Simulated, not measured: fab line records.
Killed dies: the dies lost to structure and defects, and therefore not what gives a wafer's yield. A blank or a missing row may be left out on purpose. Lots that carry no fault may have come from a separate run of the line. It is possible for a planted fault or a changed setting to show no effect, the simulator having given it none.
A single fault, viewed from 3 desks :: flow n5Finfet :: only its own numbers are on each desk; what lay behind them is given at the end

THE METROLOGY DESK
What the gauges read, lot by lot, whatever tool the lot ran on: means of the sampled wafers that have a number. Any lot whose mean is over 4 standard deviations away from the usual mean is out of limits and marked OUT; that distance is given in the brackets. Of its 11 readings 7 are shown: those that lie furthest out on some lot.
Columns: A = DIBL_P at N5_BEOL_M4_RC_MEAS_101, usual 36.4 mV/V; B = IOFF_N at N5_BEOL_M4_RC_MEAS_101, usual 0.16 nA/um; C = IOFF_P at N5_BEOL_M4_RC_MEAS_101, usual 0.22 nA/um; D = ION_N at N5_BEOL_M4_RC_MEAS_101, usual 675 uA/um; E = ION_P at N5_BEOL_M4_RC_MEAS_101, usual 463 uA/um; F = VT_N at N5_BEOL_M4_RC_MEAS_101, usual 250 mV; G = VT_P at N5_BEOL_M4_RC_MEAS_101, usual -250 mV
lot: L366
first seen here: day 7 11:38
A: 36.3
B: 0.14
C: 0.18
D: 671
E: 456
F: 251
G: -254

lot: L368
first seen here: day 7 12:36
A: 36.8
B: 0.17
C: 0.21
D: 674
E: 465
F: 249
G: -249

lot: L367
first seen here: day 7 13:21
A: 35.5
B: 0.15
C: 0.20
D: 679
E: 462
F: 253
G: -251

lot: L369
first seen here: day 7 17:47
A: 35.2
B: 0.15
C: 0.19
D: 678
E: 465
F: 249
G: -252

lot: L373
first seen here: day 9 01:43
A: 37.2
B: 0.18
C: 0.20
D: 679
E: 460
F: 249
G: -252

lot: L381
first seen here: day 11 12:38
A: 34.4
B: 0.15
C: 0.20
D: 676
E: 461
F: 250
G: -248

lot: L382
first seen here: day 11 15:38
A: 36.8
B: 0.17
C: 0.22
D: 677
E: 467
F: 247
G: -249

lot: L383
first seen here: day 11 19:48
A: 32.5
B: 0.10
C: 0.13
D: 656
E: 446
F: 256
G: -258

lot: L384
first seen here: day 11 22:49
A: 37.1
B: 0.19
C: 0.26
D: 689
E: 471
F: 245
G: -245

lot: L386
first seen here: day 12 11:49
A: 37.8
B: 0.17
C: 0.19
D: 675
E: 458
F: 250
G: -252
This desk's finding: nothing out of limits on any of the 10 lots.

THE DEFECT DESK
Counts from the inspections along the route, per lot, as means over the sampled wafers that have a number. Any lot whose mean is over 4 standard deviations away from the usual mean is out of limits and marked OUT; that distance is given in the brackets.
Columns: A = rawDefectCount at N5_BEOL_M1_INSPECT_59, usual 76; B = rawDefectCount at N5_BEOL_M2_INSPECT_13, usual 413
lot: L366
first seen here: day 7 11:40
A: 51
B: 313

lot: L368
first seen here: day 7 12:38
A: 100
B: 460

lot: L367
first seen here: day 7 13:22
A: 55
B: 303

lot: L369
first seen here: day 7 17:48
A: 69
B: 1114 (+7.0) OUT

lot: L373
first seen here: day 9 01:44
A: 59
B: 1261 (+8.5) OUT

lot: L381
first seen here: day 11 12:40
A: 51
B: 331

lot: L382
first seen here: day 11 15:40
A: 34
B: 317

lot: L383
first seen here: day 11 19:50
A: 49
B: 318

lot: L384
first seen here: day 11 22:51
A: 65
B: 433

lot: L386
first seen here: day 12 11:51
A: 64
B: 328
This desk's verdict: out of limits on L369, L373, starting with L369 at day 7 18:32 (rawDefectCount at N5_BEOL_M2_INSPECT_13). In limits: L366, L368, L367, L381, L382, L383, L384, L386.

DESK OF THE TOOL OWNER: pecvd-04
The tool's own readings at N5_BEOL_M2_PECVD_72 (deposits SiO2 from TEOS/O2, target thk 16 nm, time 18 s): means of the sampled wafers that have a number, for each lot that ran on this tool. Any lot whose mean is over 4 standard deviations away from the usual mean is out of limits and marked OUT; that distance is given in the brackets.
Columns: A = heaterPowerW at N5_BEOL_M2_PECVD_72, usual 704 W; B = showerheadPlenumPTorr at N5_BEOL_M2_PECVD_72, usual 8.76 Torr; C = throttleValvePct at N5_BEOL_M2_PECVD_72, usual 22.2 %
lot: L366
first seen here: day 7 11:49
A: 691
B: 8.81
C: 21.9

lot: L368
first seen here: day 7 12:46
A: 635
B: 8.79
C: 23.2

lot: L367
first seen here: day 7 13:32
A: 649
B: 8.80
C: 22.1

lot: L369
first seen here: day 7 17:58
A: 621
B: 8.79
C: 22.5

lot: L373
first seen here: day 9 01:53
A: 709
B: 8.82
C: 22.1

lot: L384
first seen here: day 11 22:59
A: 621
B: 8.82
C: 22.0
This desk's finding: nothing out of limits on any of the 6 lots.

PUT TOGETHER
The defect desk could have raised an alarm at day 7 18:32, on L369, L373.
At the metrology desk, nothing out of limits was observed.
Nothing out of limits was seen by the tool owner's desk.
The metrology desk has L369, L373 on record, within its limits.
On record at the tool owner's desk: L369, L373, within its limits.
N5_BEOL_M2_PECVD_72 was run on pecvd-04 by each of the lots named.

WHAT HAD BEEN PUT IN BY THE SIMULATOR
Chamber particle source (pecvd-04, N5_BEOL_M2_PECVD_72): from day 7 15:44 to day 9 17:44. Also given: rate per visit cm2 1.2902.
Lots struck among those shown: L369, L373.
Hours from the fault's start to each desk's first reading out of limits: the defect desk, 3.
